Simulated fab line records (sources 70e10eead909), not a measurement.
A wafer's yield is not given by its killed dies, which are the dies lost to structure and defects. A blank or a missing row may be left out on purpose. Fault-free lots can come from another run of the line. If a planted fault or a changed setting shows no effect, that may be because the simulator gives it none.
A struck lot beside a sound one / flow nand harc / 17 steps out of a route of 1302
Sound: these wafers, L627.1, L627.3, L627.4. Struck: wafer L645.5. (L645.1, L645.6 of the same lot were not struck and are left out.) The cause comes at the end.
Order at every step that has rows: each side's tool, ch and its chambers, its first start. Under that, the readings that differ: sound wafers / struck wafers / difference of the means / sigmas: that difference in standard deviations of wafers without a fault.
alike: a reading whose means differ by less than 2 such deviations, as well as words and numbers matching on both sides. not compared: withheld readings; readings where some wafer has no value; bounds like >300 that might hide an equal value; numbers whose values overlap and for which the record gives no deviation.
Wherever a step has rows on one side only, a row that says differs or no value, or a row with sigmas, the two part there. Non-overlapping numbers with no deviation appear without sigmas and do not part them. Lack of a reading on every wafer of one side parts them only where that side has two or more wafers.

first, 1 step without rows for these wafers: NHARC_P_GATE_DEVELOP_90 (time 70 s).
NHARC_P_GATE_CD_MEAS_91: the cd target is 2000 nm.
  sound on cd sem-03 ch 0, day 5 21:02; struck on cd sem-03 ch 0, day 12 22:41
  alike: cd nm
then, 1 step without rows for these wafers: NHARC_P_GATE_HARDBAKE_92 (time 80 s).
NHARC_P_GATE_DESCUM_93: chemistry O2, time 3 s.
  sound on rie diel-11 ch 0,1,2, day 5 21:13; struck on rie diel-04 ch 2, day 12 22:53
reading=drypump motor current A (A); sound=5.1 5.7 5.6; struck=6.5; difference=+1.0; sigmas=+2
  alike: oes product au, rf vpp V, showerhead plenum p Torr, throttle valve pct
  not compared: rf hours counter h
following that, these wafers have no rows for 1 step: NHARC_P_GATE_IMPLANT_94.
NHARC_P_GATE_STRIP_113: strips in N2/H2, time 740 s.
  sound on plasma asher-02 ch 0,1, day 5 21:40; struck on plasma asher-01 ch 1, day 12 23:13
  alike: drypump motor current A, heater power w
  not compared: rf hours counter h
NHARC_P_GATE_STRIP_95: strips in O2.
  sound on plasma asher-02 ch 0,1, day 5 22:22; struck on plasma asher-01 ch 1, day 12 23:56
  alike: drypump motor current A, heater power w
  not compared: rf hours counter h
then, 1 step without rows for these wafers: NHARC_P_GATE_STRIP_96 (strips in SPM, time 900 s).
NHARC_P_GATE_RTA_64: time 1 s.
  sound on rtp anneal-02 ch 0, day 5 22:56; struck on rtp anneal-02 ch 0, day 13 00:30
  alike: lamp power pct, lamp_zone_1_pct, lamp_zone_6_pct, wafer_temp_C_max
  not compared: time s
then, 1 step without rows for these wafers: NHARC_P_GATE_ETCH_77 (etches SiO2 in dHF, target depth 6 nm).
NHARC_P_GATE_DEGAS_109: time 60 s.
  sound on pvd sputter-02 at day 5 23:14; struck on pvd sputter-03 at day 13 00:49
  alike: heater power w
then, 1 step without rows for these wafers: NHARC_P_GATE_PRE_CLEAN_110 (time 30 s).
NHARC_P_GATE_SPUTTER_78: material Ni, target thk 10 nm.
  sound on pvd sputter-02 at day 5 23:20; struck on pvd sputter-03 at day 13 00:56
then, 1 step without rows for these wafers: NHARC_P_GATE_SPUTTER_79 (material TiN, target thk 10 nm).
NHARC_P_GATE_RTA_80: time 30 s.
  sound on rtp anneal-01 ch 0, day 5 23:32; struck on rtp anneal-01 ch 0, day 13 01:06
reading=time s (s); sound=30 30 30; struck=23.002; difference=-6.998; sigmas=
  alike: wafer_temp_C_max
then, 1 step without rows for these wafers: NHARC_P_GATE_STRIP_67 (strips in SPM, time 600 s).
-- the record jumps here: 18 days lie between the struck wafers' starts before and after (it left off in module P_GATE and takes up again in module END, whose first step shown is number 1302 of the route) --
NHARC_END_SORT_01:
  here the record holds rows for the struck wafers (prober-02 ch 0, day 31 03:47) but none for the sound ones

## WHERE THEY PART
At NHARC_P_GATE_DESCUM_93 first; at NHARC_END_SORT_01 last (within this record only).

WHY: the cause the simulator had injected
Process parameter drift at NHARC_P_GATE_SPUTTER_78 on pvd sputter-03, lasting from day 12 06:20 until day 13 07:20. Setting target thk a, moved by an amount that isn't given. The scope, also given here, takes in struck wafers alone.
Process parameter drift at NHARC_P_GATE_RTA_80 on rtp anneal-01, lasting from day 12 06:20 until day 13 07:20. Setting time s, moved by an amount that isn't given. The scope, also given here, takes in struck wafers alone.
